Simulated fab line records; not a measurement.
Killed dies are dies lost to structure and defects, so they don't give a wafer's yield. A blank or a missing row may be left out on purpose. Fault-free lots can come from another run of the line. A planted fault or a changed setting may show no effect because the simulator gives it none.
A lot that was struck, set against a sound lot    flow nand-harc    15 steps out of a route of 1159
Sound: these wafers, L703.1, L703.3, L703.5. Struck: wafer L714.2. (L714.1 of the same lot was not struck and is left out.) The cause comes at the end.
For every step that has rows: the tool of each side, followed by ch and its chambers, followed by its first start. Under that, the readings that differ: sound wafers    struck wafers    difference of the means    sigmas: that difference in standard deviations of wafers without a fault.
alike: a reading whose means differ by less than 2 such deviations, as well as words and numbers matching on both sides. not compared: withheld readings; readings where some wafer has no value; bounds like >300 that might hide an equal value; numbers whose values overlap and for which the record gives no deviation.
A row with sigmas, a row that says differs or no value, or rows on one side alone: a step with any of these is where the two part. When numbers do not overlap yet have no deviation, they are printed without sigmas and do not part them. A reading that every wafer of one side lacks parts them only if that side has two wafers or more.

NHARC_A_CONTACT_ETCH_137: etches the open film in C4F8/O2/Ar, time 132 s, target depth 1287 nm.
  sound on har-cap-etch-02 ch 1, day 18 15:33; struck on har-cap-etch-03 ch 0, day 21 15:19
  not compared: rf-hours-counter-h
NHARC_A_CONTACT_ETCH_138: etches the open film in C4F8/O2/Ar, time 132 s, target depth 1289 nm.
  sound on har-cap-etch-02 ch 1, day 18 15:41; struck on har-cap-etch-03 ch 0, day 21 15:26
  not compared: rf-hours-counter-h
NHARC_A_CONTACT_ETCH_139: etches the open film in C4F8/O2/Ar, time 137 s, target depth 590 nm.
  sound on har-cap-etch-02 ch 1, day 18 15:49; struck on har-cap-etch-03 ch 0, day 21 15:33
  not compared: rf-hours-counter-h
then, 1 step without rows for these wafers: NHARC_A_CONTACT_ETCH_92 (etches the open film in CH3F/O2, target depth 40 nm, time 85.7 s).
NHARC_A_CONTACT_ETCH_98: etches the open film in C4F6/O2, target depth 20 nm, time 10 s.
  sound on rie-diel-08 ch 0,1,2; struck on rie-diel-06 ch 2
  alike: drypump-motor-current-A, oes-product-au, rf-vpp-V, showerhead-plenum-p-Torr, throttle-valve-pct
  not compared: rf-hours-counter-h
NHARC_A_CONTACT_CD_MEAS_15:
  sound: cd-sem-02 at day 18 16:46; struck: cd-sem-03 at day 21 16:10
  alike: cd-nm
then, 3 steps without rows for these wafers: NHARC_A_CONTACT_STRIP_107 (strips in N2/H2); NHARC_A_CONTACT_STRIP_108 (strips in CF4/CHF3); NHARC_A_CONTACT_STRIP_109 (strips in O2/COS).
NHARC_A_CONTACT_ETCH_110: etches the open film in CF4/O2, target depth 50 nm, overetch 5 nm, time 27.5 s.
  sound on rie-diel-08 ch 0,1,2, day 18 17:04; struck on rie-diel-04 ch 1, day 21 16:28
  alike: drypump-motor-current-A, oes-product-au, rf-vpp-V, showerhead-plenum-p-Torr, throttle-valve-pct
  not compared: rf-hours-counter-h
then, 2 steps without rows for these wafers: NHARC_A_CONTACT_STRIP_26 (strips in O2); NHARC_A_CONTACT_STRIP_27 (strips in post etch residue remover, time 600 s).
NHARC_A_CONTACT_ALD_18: deposits TiN, target thk 3 nm, pulse time 1 s, ald cycles 150.
  sound on ald-metal-03 ch 0,1,3, day 18 17:46; struck on ald-metal-04 ch 3, day 21 17:08
reading     sound        struck  difference  sigmas
ald-cycles  150 150 150  146     -4          
  alike: heater-power-outer-w, heater-power-w, precursor-pulse-height-rel
then, 1 step without rows for these wafers: NHARC_A_CONTACT_CVD_19 (deposits W, target thk 300 nm, time 802 s).
-- break in the record here, with 2 days between the starts of the struck wafers on either side (left off in module A_CONTACT, picked up again in module END, where the first step shown is number 1159 on the route) --
NHARC_END_SORT_01:
  sound on prober-01 ch 0, day 20 19:13; struck on prober-02 ch 0, day 23 20:44
reading              sound  struck  difference  sigmas
killed-at-other      4 2 4  0       -3          -3
killed-at-periphery  7 5 3  0       -5          -2
  alike: killed-at-array, killed-dies, killed-open, killed-short

## WHERE THEY PART
NHARC_END_SORT_01 only, going by this record.

WHY: what had been put in by the simulator
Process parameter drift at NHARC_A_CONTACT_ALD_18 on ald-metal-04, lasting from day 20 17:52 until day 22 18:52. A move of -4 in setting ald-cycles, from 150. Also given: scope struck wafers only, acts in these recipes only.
